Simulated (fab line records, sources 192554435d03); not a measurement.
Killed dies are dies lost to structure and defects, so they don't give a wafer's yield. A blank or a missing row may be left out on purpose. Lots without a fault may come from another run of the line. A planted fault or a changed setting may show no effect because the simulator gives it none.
A struck lot beside a sound one | flow n5_finfet | 37 steps out of a route of 1938
Sound: wafers L270.1, L270.3, L270.4. Struck: wafers L276.1, L276.3, L276.4. The cause comes at the end.
At each step with rows: each side's tool, then ch and its chambers, then its first start. Under that, the readings that differ: sound wafers | struck wafers | difference of the means | sigmas: that difference in standard deviations of wafers without a fault.
alike: readings whose means differ by less than 2 such deviations, and words and numbers that are the same on both sides. not compared: withheld readings, readings that some wafer has no value for, bounds like >300 that may hide the same value, and numbers for which the record gives no deviation and whose values overlap.
The two part at a step that has a row with sigmas, a row that says differs or no value, or rows on one side only. Numbers that don't overlap but have no deviation are shown without sigmas and don't part them. A reading that every wafer of one side lacks parts them only if that side has two wafers or more.

first, 9 steps without rows for these wafers: N5_WELL_APT_DESCUM_30 (chemistry O2, time 7.9 s); N5_WELL_APT_IMPLANT_31; N5_WELL_APT_IMPLANT_32; N5_WELL_APT_STRIP_33 (strips in SPM, time 900 s); N5_WELL_APT_RTA_34 (time 10 s); N5_WELL_APT_OXIDE_STRIP_42 (strips SiO2 in dHF, time 45 s, target depth 12 nm); N5_WELL_APT_PRECLEAN_36 (cleans in O3/DIW, time 45 s); N5_WELL_APT_PRECLEAN_39 (cleans in dHF, time 60 s); N5_WELL_APT_SRD_37 (time 30 s).
N5_WELL_APT_EPI_41: deposits Si from SiH4/H2, target thk 50 nm, time 297.7 s.
  sound on epi_rpcvd-03 ch 0, day 2 09:56; struck on epi_rpcvd-04 ch 0, day 3 22:07
  reading                                 | sound             | struck           | difference | sigmas
  model.Si_of_WELL_APT_EPI_41.thk_nm (nm) | 50.21 50.47 49.58 | 42.1 42.18 42.18 | -7.9       |
  alike: throttle_valve_pct
then, 24 steps without rows for these wafers: N5_PMOS_HMC_CHANNEL_EPI_HM_DEP_34 (deposits SiO2 from TEOS/O2, target thk 36 nm, time 6.9 s); N5_PMOS_HMC_CHANNEL_EPI_COAT_31 (time 60 s, resist thk 66 nm); N5_PMOS_HMC_CHANNEL_EPI_COAT_03 (resist thk 205 nm); N5_PMOS_HMC_CHANNEL_EPI_EBR_05; N5_PMOS_HMC_CHANNEL_EPI_SOFTBAKE_04 (time 60 s); N5_PMOS_HMC_CHANNEL_EPI_EXPOSE_06 (exposes mask PMOS HMC BLK, target cd 240 nm); N5_PMOS_HMC_CHANNEL_EPI_PEB_07 (peb time 60 s); N5_PMOS_HMC_CHANNEL_EPI_DEVELOP_08 (develop time 30 s); N5_PMOS_HMC_CHANNEL_EPI_DESCUM_14 (chemistry O2, time 7.9 s); N5_PMOS_HMC_CHANNEL_EPI_ETCH_32 (etches BARC in N2/H2, stops on SiO2, target depth 85.8 nm, time 50.3 s); N5_PMOS_HMC_CHANNEL_EPI_HM_OPEN_15 (chemistry CHF3/O2, target SiO2, target depth 40.6 nm, time 20.3 s); N5_PMOS_HMC_CHANNEL_EPI_STRIP_33 (strips in N2/H2); N5_PMOS_HMC_CHANNEL_EPI_STRIP_17 (strips in SPM, time 750 s); N5_PMOS_HMC_CHANNEL_EPI_ETCH_38 (etches SiO2 in CF4, target depth 1.5 nm); N5_PMOS_HMC_CHANNEL_EPI_FIN_RECESS_16 (chemistry HBr/Cl2, target Si, target depth 54 nm, time 18 s); N5_PMOS_HMC_CHANNEL_EPI_PRECLEAN_36 (cleans in O3/DIW, time 45 s); N5_PMOS_HMC_CHANNEL_EPI_PRECLEAN_18 (cleans in DHF, time 30 s); N5_PMOS_HMC_CHANNEL_EPI_SRD_19 (time 30 s); N5_PMOS_HMC_CHANNEL_EPI_EPI_20 (deposits SiGe30, target thk 59 nm); N5_PMOS_HMC_CHANNEL_EPI_HM_STRIP_35 (strips SiO2 in dHF, material SiO2, target depth 39.6 nm, time 216 s); N5_PMOS_HMC_CHANNEL_EPI_SRD_39 (time 30 s); N5_PMOS_HMC_CHANNEL_EPI_CMP_21 (polishes SiGe30, target thk 54 nm); N5_PMOS_HMC_CHANNEL_EPI_PRECLEAN_40 (cleans in DHF, time 30 s); N5_PMOS_HMC_CHANNEL_EPI_PRECLEAN_37 (cleans in O3/DIW, time 45 s).
N5_SD_EPI_N_STRIP_18: strips in SPM, time 750 s.
  sound on wet_bench-02 ch 4,6,7, day 3 19:40; struck on wet_bench-05 ch 0,3,6, day 5 09:48
  reading                                 | sound   | struck      | difference | sigmas
  model.Si_of_WELL_APT_EPI_41.thk_nm (nm) | 7.6 9 8 | 4.4 4.4 4.4 | -3.8       |
-- the record jumps here: 5 days lie between the struck wafers' starts before and after (it left off in module SD_EPI_N and takes up again in module BEOL_M4, whose first step shown is number 1111 of the route) --
N5_BEOL_M4_RC_MEAS_101:
  sound on prober-02 ch 0, day 8 13:29; struck on prober-02 ch 0, day 10 08:32
  reading           | sound          | struck         | difference | sigmas
  CJ_N              | 4.41 4.30 4.33 | 4.90 4.91 4.92 | +0.56      | +6
  CJ_P              | 6.06 5.64 5.71 | 4.32 4.75 4.33 | -1.34      | -7
  DIBL_P (mV/V)     | 35.0 36.1 36.8 | 40.5 40.0 40.8 | +4.5       | +2
  IOFF_P (nA/um)    | 0.20 0.22 0.24 | 0.31 0.28 0.31 | +0.08      | +2
  ION_N (uA/um)     | 673 677 673    | 641 655 658    | -23        | -2
  RS_PWELL (ohm/sq) | 3041 3039 3035 | 3148 3159 3151 | +114       | +5
  alike: DIBL_N, IOFF_N, ION_P, SS_N, SS_P, VT_N, VT_P
-- the record jumps here: 5 days lie between the struck wafers' starts before and after (it left off in module BEOL_M4 and takes up again in module PASSIVATION, whose first step shown is number 1936 of the route) --
N5_PASSIVATION_PROBE_49:
  sound on prober-02, day 13 00:25; struck on prober-01, day 15 00:47
  reading              | sound | struck   | difference | sigmas
  sort_bin_8_speed (%) | 0 0 0 | 0.17 0 0 | +0.06      | +8
  alike: defect_limited_yield, killed_at_M0_to_M3, killed_at_M4_up, killed_at_contacts, killed_at_front_end, killed_at_other, killed_dies, killed_open, killed_short, sort_bin_5_function, sort_bin_6_memory, sort_n_pass, sort_yield_pct

WHERE THEY PART
First at N5_BEOL_M4_RC_MEAS_101; last, within this record, at N5_PASSIVATION_PROBE_49.

WHY: what the simulator had put in
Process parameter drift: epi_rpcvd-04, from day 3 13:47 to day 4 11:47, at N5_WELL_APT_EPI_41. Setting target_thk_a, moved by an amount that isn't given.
